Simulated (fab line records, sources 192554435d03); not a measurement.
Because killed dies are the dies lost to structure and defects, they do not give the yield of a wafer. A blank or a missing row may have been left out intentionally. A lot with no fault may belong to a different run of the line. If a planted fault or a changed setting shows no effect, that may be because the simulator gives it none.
Which of the tools did it? | flow n5-finfet | 72 wafers from 24 lots sampled at 2 of the route's 1938 steps

WHAT EACH GAUGE READ, for each wafer
N5_WELL_APT_OVL_MEAS_09. Usual: NWELL_OVL typically reads -3 nm, with standard deviation 5.1.
lot  | measured    | on         | NWELL_OVL (nm) | flag
L074 | day 1 13:43 | overlay-02 | 3 3 2          |
L075 | day 1 19:52 | overlay-01 | -5 -10 -12     |
L076 | day 2 01:50 | overlay-02 | -7 -1 -9       |
L077 | day 2 07:47 | overlay-01 | -1 -5 3        |
L078 | day 2 14:10 | overlay-02 | 0 -5 -7        |
L079 | day 2 19:35 | overlay-02 | -5 -3 -5       |
L080 | day 3 02:15 | overlay-01 | 1 2 2          |
L081 | day 3 07:35 | overlay-01 | -2 -7 -6       |
L082 | day 3 13:35 | overlay-02 | 2 -7 8         |
L083 | day 3 20:23 | overlay-01 | 1 7 0          |
L084 | day 4 01:43 | overlay-01 | -4 -4 4        |
L085 | day 4 07:48 | overlay-01 | -4 3 4         |
L086 | day 4 13:54 | overlay-01 | -3 -1 6        |
L087 | day 4 19:51 | overlay-02 | -2 1 -2        |
L088 | day 5 02:08 | overlay-01 | -9 -7 -9       |
L089 | day 5 07:50 | overlay-01 | -5 8 0         |
L090 | day 5 13:43 | overlay-01 | -6 -7 4        |
L091 | day 5 19:40 | overlay-02 | -2 -1 1        |
L092 | day 6 01:45 | overlay-01 | -5 -8 -10      |
L093 | day 6 07:44 | overlay-02 | 2 5 -7         |
L094 | day 6 14:04 | overlay-01 | -1 -9 -3       |
L095 | day 6 19:44 | overlay-01 | -4 -8 -7       |
L096 | day 7 01:43 | overlay-02 | -9 -4 -10      |
L097 | day 7 08:33 | overlay-01 | -1 1 -5        |

N5_FIN_SAQP_OVL_MEAS_17. Usual: FIN_CORE_OVL typically reads 0.3 nm, with standard deviation 0.74.
lot  | measured    | on         | FIN_CORE_OVL (nm) | flag
L074 | day 1 22:05 | overlay-02 | 1.3 1.2 1.9       |
L075 | day 2 03:47 | overlay-01 | 0.7 1.2 0.7       |
L076 | day 2 09:47 | overlay-02 | -0.2 -0.1 2.3     |
L077 | day 2 15:54 | overlay-01 | 0.0 -0.2 -0.1     |
L078 | day 2 22:34 | overlay-02 | -0.9 1.2 0.8      |
L079 | day 3 03:55 | overlay-01 | 1.7 -0.5 -0.2     |
L080 | day 3 11:07 | overlay-02 | -0.2 -0.4 -0.1    |
L081 | day 3 15:41 | overlay-02 | -0.5 0.3 -0.2     |
L082 | day 3 21:52 | overlay-02 | 1.2 0.5 1.3       |
L083 | day 4 05:03 | overlay-01 | 0.9 1.3 -0.2      |
L084 | day 4 09:53 | overlay-01 | 0.1 0.3 -0.2      |
L085 | day 4 17:07 | overlay-02 | 0.5 0.9 0.5       |
L086 | day 4 23:43 | overlay-02 | 1.0 0.8 0.3       |
L087 | day 5 04:04 | overlay-01 | 0.2 0.1 -0.2      |
L088 | day 5 10:39 | overlay-02 | -1.0 0.9 -0.8     |
L089 | day 5 15:59 | overlay-02 | 0.7 1.9 1.1       |
L090 | day 5 21:53 | overlay-01 | -0.7 1.0 -0.5     |
L091 | day 6 03:37 | overlay-02 | 0.0 0.9 0.0       |
L092 | day 6 09:44 | overlay-01 | -0.2 0.1 0.3      |
L093 | day 6 17:38 | overlay-01 | -0.7 0.0 -1.0     |
L094 | day 6 22:29 | overlay-01 | 1.3 -0.3 0.3      |
L095 | day 7 04:20 | overlay-01 | -0.4 0.4 -0.2     |
L096 | day 7 10:26 | overlay-01 | -0.4 1.2 0.6      |
L097 | day 7 17:24 | overlay-02 | 0.3 -0.1 1.1      |

WHAT TOOL EACH LOT RAN ON (gives the tool, then ch and the chambers of the sampled wafers, and finally the start)
Before these readings, the record contains no process step.

AS READ BY THE TOOLS THEMSELVES (means over the sampled wafers that have a number; for cases with no such wafer, the mark the record gives instead)
The record holds no such reading with a usual standard deviation.

THE ANSWER, worked out from the rows above alone
Rule: a lot is off if the mean of its wafers that have a number lies more than 3 standard deviations from the usual mean. A lot without any number at a reading at which 4 lots or more have one is off too. The other lots that the step has rows for count as sound. Order of review: gauges by route order, followed by the tools' own readings, for which a lot's mean as printed above is used. The first step at which some lot is off is used, and at that step the reading that is off furthest; a lot without a number counts as furthest.
None of the lots is off at any reading shown; this tells nothing.

WHAT WAS PUT IN BY THE SIMULATOR
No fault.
